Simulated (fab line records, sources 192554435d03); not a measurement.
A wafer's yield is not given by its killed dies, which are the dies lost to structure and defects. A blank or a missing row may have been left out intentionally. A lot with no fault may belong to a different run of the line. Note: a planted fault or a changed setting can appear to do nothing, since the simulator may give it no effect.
Matching of chambers ; flow n5-finfet ; 3 sister chambers for N5_BEOL_M8_CURE_75 on uv-cure-03
The step cures SiCOH lowk, time 120 s. 20 wafers are shown with their chamber, then 10 later ones without.

## EACH WAFER AND ITS CHAMBER
wafer;chamber;wafer_temp_C_max;lamp-power-pct (%)
L075.2;0;371.0;52.28
L075.4;0;370.9;52.29
L075.6;0;371.3;52.41
L079.3;2;371.7;52.25
L079.4;2;371.3;52.33
L079.5;2;371.5;52.24
L078.2;2;371.2;52.28
L078.5;2;371.2;52.27
L078.6;2;371.4;52.38
L082.1;2;371.1;52.35
L082.3;2;371.1;52.40
L082.5;2;371.2;52.33
L085.1;1;371.7;52.31
L085.2;1;371.6;52.37
L085.6;1;371.4;52.24
L088.2;0;370.6;52.33
L088.4;0;370.9;52.38
L088.5;0;370.8;52.29
L089.2;0;370.9;52.32
L089.3;0;370.8;52.15

SIGNATURES, as means of the wafers listed above
reading;chamber 0;chamber 1;chamber 2;scatter within a chamber
wafer_temp_C_max;370.900;371.567;371.300;0.195
lamp-power-pct;52.3062;52.3067;52.3144;0.0674
Rule: a wafer lies at a distance from a chamber equal to the root of the sum of squares, over the readings, of (its reading less the chamber's mean, divided by the reading's scatter). The wafer belongs to the nearest chamber; if the next one is less than 2 further off, it can't be placed. The scatter: take each reading less its chamber's mean, square it, sum over the shown wafers, divide by the number of wafers less the number of chambers, and take the root.

## WAFERS WITHOUT THEIR CHAMBER
wafer;wafer_temp_C_max;lamp-power-pct (%)
L089.5;371.3;52.28
L090.3;371.1;52.30
L090.4;372.0;52.33
L090.5;371.3;52.22
L091.1;370.9;52.27
L091.2;371.3;52.25
L091.3;371.3;52.26
L095.2;371.0;52.35
L095.3;371.1;52.25
L095.4;371.2;52.27

## WHICH CHAMBER EACH ONE RAN IN
wafer;from the rows above;in truth
L089.5;can't be placed: 2 or 1 or 0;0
L090.3;can't be placed: 0 or 2 or 1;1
L090.4;can't be placed: 1 or 2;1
L090.5;can't be placed: 2 or 1 or 0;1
L091.1;can't be placed: 0 or 2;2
L091.2;can't be placed: 2 or 1 or 0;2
L091.3;can't be placed: 2 or 1 or 0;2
L095.2;can't be placed: 0 or 2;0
L095.3;can't be placed: 0 or 2 or 1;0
L095.4;can't be placed: 2 or 0 or 1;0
Correct placement for 0 of the 10. Not placeable from these rows: 10 (in 10, the candidates include the true chamber). Wrongly placed: 0.
